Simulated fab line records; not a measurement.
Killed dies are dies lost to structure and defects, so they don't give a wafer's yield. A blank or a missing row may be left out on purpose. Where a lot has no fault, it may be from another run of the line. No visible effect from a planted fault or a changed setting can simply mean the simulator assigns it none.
The tool behind it: which one? | flow nand harc | 7 lots with 21 wafers sampled at 4 steps, on a route of 1302 steps

== WHAT THE GAUGES SHOWED, per wafer ==
NHARC_END_SORT_01.
lot  | measured     | on        | killed at array
L569 | day 30 06:22 | prober-01 | 35 30 41
L570 | day 30 12:34 | prober-01 | 78 77 63

== WHAT TOOL EACH LOT RAN ON (gives the tool, then ch and the chambers of the sampled wafers, and finally the start) ==
lot  | NHARC_P_M1_ETCH_15                 | NHARC_A_BONDPAD_STRIP_15           | NHARC_THIN_TSV_CMP_21
L555 | rie diel-10 ch 0,1, day 6 20:19    | rie diel-03 ch 0,3, day 23 15:21   | cmp-01 ch 0,1,3, day 24 10:02
L557 | rie diel-11 ch 0,1, day 7 13:05    | rie diel-13 ch 0,1,3, day 25 05:35 | cmp-01 ch 1,2, day 26 01:53
L560 | rie diel-10 ch 0,1,2, day 8 16:29  | rie diel-03 ch 0,2, day 24 20:48   | cmp-04 ch 0,3, day 25 15:50
L565 | rie diel-10 ch 1,2, day 11 01:21   | rie diel-03 ch 1,2, day 27 08:26   | cmp-01 ch 0,2, day 28 04:34
L569 | rie diel-10 ch 0,1,3, day 12 05:12 | rie diel-13 ch 0,2,3, day 28 18:17 | cmp-04 ch 0,1,3, day 29 16:53
L570 | rie diel-10 ch 0,2,3, day 12 21:57 | rie diel-09 ch 0,1,2, day 28 19:36 | cmp-04 ch 2,3, day 29 15:58
L574 | rie diel-11 ch 2,3, day 14 14:50   | rie diel-13 ch 0,2,3, day 31 21:40 | cmp-03 ch 2,3, day 32 16:18
- NHARC_P_M1_ETCH_15: etches the open film in C4F8/Ar, target depth 182.5 nm, time 91.2 s.
- NHARC_A_BONDPAD_STRIP_15: strips in O2.
- NHARC_THIN_TSV_CMP_21: polishes, t overpolish 30 s, target thk 2000 nm.

== THE ANSWER, worked out from the rows above alone ==
Rule: usual is defined by the lots themselves. Put in order of their means at a reading, lots are off if they are a third of the lots or fewer, leave a main group of 4 or more, and stand apart from it by a gap of 3 or more times the standard deviation of the main group's means; of several such gaps the widest counts. A main group is skipped when, at the precision printed for the reading in the tables above, its means are all equal. Also off: a lot with no number at a reading for which 4 or more lots have one. All remaining lots with rows at the step are treated as sound.
None of the lots is off at any reading shown; this tells nothing.

== WHAT THE SIMULATOR HAD INSERTED ==
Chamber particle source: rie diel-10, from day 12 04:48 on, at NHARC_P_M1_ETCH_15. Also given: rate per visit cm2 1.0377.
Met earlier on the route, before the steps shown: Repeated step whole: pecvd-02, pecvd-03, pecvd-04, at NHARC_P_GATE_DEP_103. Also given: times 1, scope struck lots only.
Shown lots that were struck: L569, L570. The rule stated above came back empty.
